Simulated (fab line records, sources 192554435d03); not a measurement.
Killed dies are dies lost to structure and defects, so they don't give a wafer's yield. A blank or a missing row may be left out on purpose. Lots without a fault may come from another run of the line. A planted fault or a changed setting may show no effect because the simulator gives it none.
Which tool did it? | flow n5_finfet | 9 lots, 27 wafers sampled, at 1 step of a route of 1938

WHAT THE GAUGES READ, wafer by wafer
N5_SDB_INSPECT_13: inspects for defects (brightfield).
lot  | measured    | on                | raw_defect_count
L865 | day 3 21:28 | defect_inspect-02 | 147 111 107
L866 | day 4 04:04 | defect_inspect-01 | 85 81 85
L869 | day 4 21:53 | defect_inspect-01 | 64 175 63
L870 | day 5 03:40 | defect_inspect-02 | 154 82 62
L873 | day 5 20:38 | defect_inspect-02 | 56 50 39
L876 | day 6 10:32 | defect_inspect-02 | 82 39 68
L877 | day 7 00:26 | defect_inspect-01 | 75 65 48
L885 | day 8 18:46 | defect_inspect-02 | 86 47 74
L887 | day 9 08:00 | defect_inspect-01 | 33 36 39

WHICH TOOL RAN EACH LOT (tool, then ch and the chambers of the sampled wafers, then the start)
The record holds no process step before these readings.

THE ANSWER, worked out from the rows above alone
Rule: what is usual is taken from the lots themselves. Put in order of their means at a reading, lots are off if they are a third of the lots or fewer, leave a main group of 4 or more, and stand apart from it by a gap of 3 or more times the standard deviation of the main group's means; of several such gaps the widest counts. A main group whose means are all the same, to the digits that the tables above print for the reading, isn't used. A lot without any number at a reading at which 4 lots or more have one is off too. The other lots that the step has rows for count as sound.
No lot is off at any reading shown: from this, nothing can be told.

WHAT THE SIMULATOR HAD PUT IN
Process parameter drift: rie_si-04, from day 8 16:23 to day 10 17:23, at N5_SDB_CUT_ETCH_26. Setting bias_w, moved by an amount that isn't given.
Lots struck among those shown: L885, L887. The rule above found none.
